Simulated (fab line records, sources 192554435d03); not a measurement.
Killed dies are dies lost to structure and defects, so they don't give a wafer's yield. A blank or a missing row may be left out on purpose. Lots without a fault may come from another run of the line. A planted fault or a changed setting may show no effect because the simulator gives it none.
Which tool did it? | flow n5_finfet | 11 lots, 33 wafers sampled, at 5 steps of a route of 1938

WHAT THE GAUGES READ, wafer by wafer
N5_BEOL_M4_RC_MEAS_101. Usual: DIBL_N 36.5 mV/V, standard deviation 1.4; DIBL_P 36.6 mV/V, standard deviation 1.9; IOFF_N 0.167 nA/um, standard deviation 0.029; IOFF_P 0.21 nA/um, standard deviation 0.033; ION_N 674 uA/um, standard deviation 12; ION_P 460 uA/um, standard deviation 8.9; SS_N 71.6 mV/dec, standard deviation 0.57; SS_P 73.4 mV/dec, standard deviation 0.61; VT_N 249 mV, standard deviation 3.3; VT_P -250 mV, standard deviation 3.3.
lot  | measured     | on        | DIBL_N (mV/V)  | DIBL_P (mV/V)  | IOFF_N (nA/um)    | IOFF_P (nA/um) | ION_N (uA/um) | ION_P (uA/um) | SS_N (mV/dec)  | SS_P (mV/dec)  | VT_N (mV)   | VT_P (mV)      | flag
L593 | day 8 10:10  | prober-01 | 33.5 36.6 33.2 | 31.3 35.8 31.9 | 0.126 0.180 0.119 | 0.18 0.25 0.18 | 677 694 671   | 470 480 460   | 70.3 71.8 70.9 | 72.9 73.1 72.5 | 250 245 252 | -249 -247 -250 |
L594 | day 7 20:03  | prober-01 | 34.9 34.5 37.4 | 35.9 35.7 37.8 | 0.152 0.133 0.186 | 0.17 0.18 0.20 | 682 660 670   | 454 449 453   | 71.5 71.4 72.5 | 73.3 73.7 73.2 | 250 251 244 | -254 -253 -253 |
L596 | day 8 13:14  | prober-02 | 36.0 34.5 36.4 | 37.2 34.3 36.9 | 0.162 0.130 0.145 | 0.23 0.19 0.22 | 693 667 659   | 478 460 457   | 71.3 71.4 72.1 | 72.9 72.8 73.6 | 252 253 252 | -252 -250 -250 |
L597 | day 9 03:16  | prober-02 | 36.6 35.1 37.3 | 35.3 33.9 36.3 | 0.158 0.135 0.173 | 0.23 0.21 0.25 | 678 662 677   | 467 462 470   | 71.5 70.4 71.1 | 73.4 73.0 73.6 | 250 252 250 | -248 -248 -244 |
L599 | day 9 12:04  | prober-01 | 37.1 35.5 35.7 | 38.5 35.8 36.4 | 0.212 0.180 0.170 | 0.25 0.21 0.21 | 682 694 678   | 468 470 462   | 72.3 72.4 72.6 | 73.9 72.8 73.1 | 246 246 248 | -248 -249 -249 |
L600 | day 9 18:33  | prober-01 | 36.1 34.1 37.8 | 36.2 34.4 38.3 | 0.176 0.137 0.221 | 0.26 0.23 0.30 | 697 680 711   | 483 475 487   | 71.6 70.8 72.2 | 73.3 73.2 74.0 | 245 249 242 | -244 -244 -242 |
L601 | day 9 18:21  | prober-02 | 36.2 35.3 37.7 | 35.3 35.3 38.0 | 0.164 0.157 0.191 | 0.18 0.18 0.23 | 669 678 679   | 453 457 467   | 72.0 71.5 72.2 | 72.7 73.0 74.1 | 249 248 245 | -253 -253 -249 |
L603 | day 10 10:15 | prober-02 | 37.5 35.7 38.2 | 40.1 38.1 37.6 | 0.170 0.151 0.185 | 0.22 0.20 0.18 | 682 666 626   | 463 461 426   | 71.9 72.4 73.9 | 73.5 73.6 74.3 | 251 250 251 | -251 -252 -257 |
L608 | day 12 01:44 | prober-01 | 37.8 36.9 35.8 | 38.8 37.7 36.3 | 0.196 0.180 0.148 | 0.22 0.21 0.19 | 677 685 670   | 460 464 461   | 71.7 71.3 71.3 | 73.6 73.5 73.9 | 245 247 249 | -248 -250 -252 |
L613 | day 13 01:34 | prober-02 | 36.3 35.6 35.4 | 36.5 36.2 35.1 | 0.160 0.138 0.140 | 0.20 0.20 0.19 | 671 660 673   | 456 451 459   | 72.0 71.5 70.9 | 74.1 73.5 74.4 | 248 254 252 | -253 -255 -253 |
L615 | day 13 16:08 | prober-01 | 36.3 38.2 37.6 | 35.9 37.1 37.4 | 0.147 0.161 0.169 | 0.21 0.23 0.24 | 659 665 668   | 459 457 464   | 71.3 71.4 72.0 | 72.9 73.6 73.7 | 253 250 246 | -249 -250 -249 |

WHICH TOOL RAN EACH LOT (tool, then ch and the chambers of the sampled wafers, then the start)
lot  | N5_STI_FIN_REVEAL_RECESS_09       | N5_BEOL_M4_ANNEAL_49         | N5_BEOL_M4_ANNEAL_87         | N5_BEOL_M4_ANNEAL_95
L593 | vapor_etch-01 ch 0,1, day 2 09:44 | pvd_sputter-01, day 8 07:13  | pvd_sputter-01, day 8 07:53  | pvd_sputter-01, day 8 08:46
L594 | vapor_etch-02 ch 0,1, day 2 17:20 | pvd_sputter-02, day 7 16:14  | pvd_sputter-02, day 7 16:53  | pvd_sputter-02, day 7 17:46
L596 | vapor_etch-01 ch 0,1, day 3 04:34 | pvd_sputter-03, day 8 10:28  | pvd_sputter-03, day 8 11:07  | pvd_sputter-03, day 8 12:00
L597 | vapor_etch-01 ch 0,1, day 3 13:26 | pvd_sputter-02, day 9 00:29  | pvd_sputter-02, day 9 01:08  | pvd_sputter-02, day 9 02:01
L599 | vapor_etch-01 ch 0,1, day 3 22:38 | pvd_sputter-03, day 9 08:59  | pvd_sputter-03, day 9 09:39  | pvd_sputter-03, day 9 10:32
L600 | vapor_etch-02 ch 0,1, day 4 04:44 | pvd_sputter-02, day 9 15:28  | pvd_sputter-02, day 9 16:07  | pvd_sputter-02, day 9 17:00
L601 | vapor_etch-01 ch 0,1, day 4 09:38 | pvd_sputter-03, day 9 15:19  | pvd_sputter-03, day 9 15:59  | pvd_sputter-03, day 9 16:52
L603 | vapor_etch-01 ch 0,1, day 4 21:58 | pvd_sputter-01, day 10 07:28 | pvd_sputter-01, day 10 08:08 | pvd_sputter-01, day 10 09:01
L608 | vapor_etch-02 ch 0,1, day 6 04:20 | pvd_sputter-03, day 11 22:50 | pvd_sputter-03, day 11 23:29 | pvd_sputter-03, day 12 00:22
L613 | vapor_etch-02 ch 1, day 7 10:14   | pvd_sputter-03, day 12 22:45 | pvd_sputter-03, day 12 23:25 | pvd_sputter-03, day 13 00:17
L615 | vapor_etch-02 ch 0,1, day 7 22:16 | pvd_sputter-01, day 13 12:46 | pvd_sputter-01, day 13 13:26 | pvd_sputter-01, day 13 14:19
- N5_STI_FIN_REVEAL_RECESS_09: chemistry HF/NH3, target SiO2, afs cycles 11, target depth 42.5 nm, sublimation time 60 s.
- N5_BEOL_M4_ANNEAL_49: time 240 s.
- N5_BEOL_M4_ANNEAL_87: time 240 s.
- N5_BEOL_M4_ANNEAL_95: time 240 s.

WHAT THE TOOLS THEMSELVES READ (means of the sampled wafers that have a number; where no wafer has one, the mark that the record gives instead)
N5_STI_FIN_REVEAL_RECESS_09. Usual: drypump_motor_current_A 5.6 A, standard deviation 0.36.
lot  | tool          | drypump_motor_current_A (A) | flag
L593 | vapor_etch-01 | 5.4                         |
L594 | vapor_etch-02 | 5.9                         |
L596 | vapor_etch-01 | 5.4                         |
L597 | vapor_etch-01 | 5.4                         |
L599 | vapor_etch-01 | 5.4                         |
L600 | vapor_etch-02 | 5.6                         |
L601 | vapor_etch-01 | 5.4                         |
L603 | vapor_etch-01 | 5.4                         |
L608 | vapor_etch-02 | 5.6                         |
L613 | vapor_etch-02 | 6.2                         |
L615 | vapor_etch-02 | 5.9                         |

N5_BEOL_M4_ANNEAL_49. Usual: heater_power_w 866 W, standard deviation 41.
lot  | tool           | heater_power_w (W) | flag
L593 | pvd_sputter-01 | 866                |
L594 | pvd_sputter-02 | 857                |
L596 | pvd_sputter-03 | 872                |
L597 | pvd_sputter-02 | 865                |
L599 | pvd_sputter-03 | 864                |
L600 | pvd_sputter-02 | 872                |
L601 | pvd_sputter-03 | 813                |
L603 | pvd_sputter-01 | 831                |
L608 | pvd_sputter-03 | 837                |
L613 | pvd_sputter-03 | 867                |
L615 | pvd_sputter-01 | 879                |

N5_BEOL_M4_ANNEAL_87. Usual: heater_power_w 868 W, standard deviation 42.
lot  | tool           | heater_power_w (W) | flag
L593 | pvd_sputter-01 | 885                |
L594 | pvd_sputter-02 | 860                |
L596 | pvd_sputter-03 | 871                |
L597 | pvd_sputter-02 | 861                |
L599 | pvd_sputter-03 | 855                |
L600 | pvd_sputter-02 | 857                |
L601 | pvd_sputter-03 | 832                |
L603 | pvd_sputter-01 | 828                |
L608 | pvd_sputter-03 | 818                |
L613 | pvd_sputter-03 | 885                |
L615 | pvd_sputter-01 | 878                |

N5_BEOL_M4_ANNEAL_95. Usual: heater_power_w 869 W, standard deviation 42.
lot  | tool           | heater_power_w (W) | flag
L593 | pvd_sputter-01 | 882                |
L594 | pvd_sputter-02 | 859                |
L596 | pvd_sputter-03 | 869                |
L597 | pvd_sputter-02 | 868                |
L599 | pvd_sputter-03 | 873                |
L600 | pvd_sputter-02 | 863                |
L601 | pvd_sputter-03 | 837                |
L603 | pvd_sputter-01 | 857                |
L608 | pvd_sputter-03 | 839                |
L613 | pvd_sputter-03 | 875                |
L615 | pvd_sputter-01 | 877                |

THE ANSWER, worked out from the rows above alone
Rule: a lot is off if the mean of its wafers that have a number lies more than 3 standard deviations from the usual mean. A lot without any number at a reading at which 4 lots or more have one is off too. The other lots that the step has rows for count as sound. The gauges are gone through in route order, then the tools' own readings, and for those a lot's mean is taken as printed above. The first step at which some lot is off is used, and at that step the reading that is off furthest; a lot without a number counts as furthest.
No lot is off at any reading shown: from this, nothing can be told.

WHAT THE SIMULATOR HAD PUT IN
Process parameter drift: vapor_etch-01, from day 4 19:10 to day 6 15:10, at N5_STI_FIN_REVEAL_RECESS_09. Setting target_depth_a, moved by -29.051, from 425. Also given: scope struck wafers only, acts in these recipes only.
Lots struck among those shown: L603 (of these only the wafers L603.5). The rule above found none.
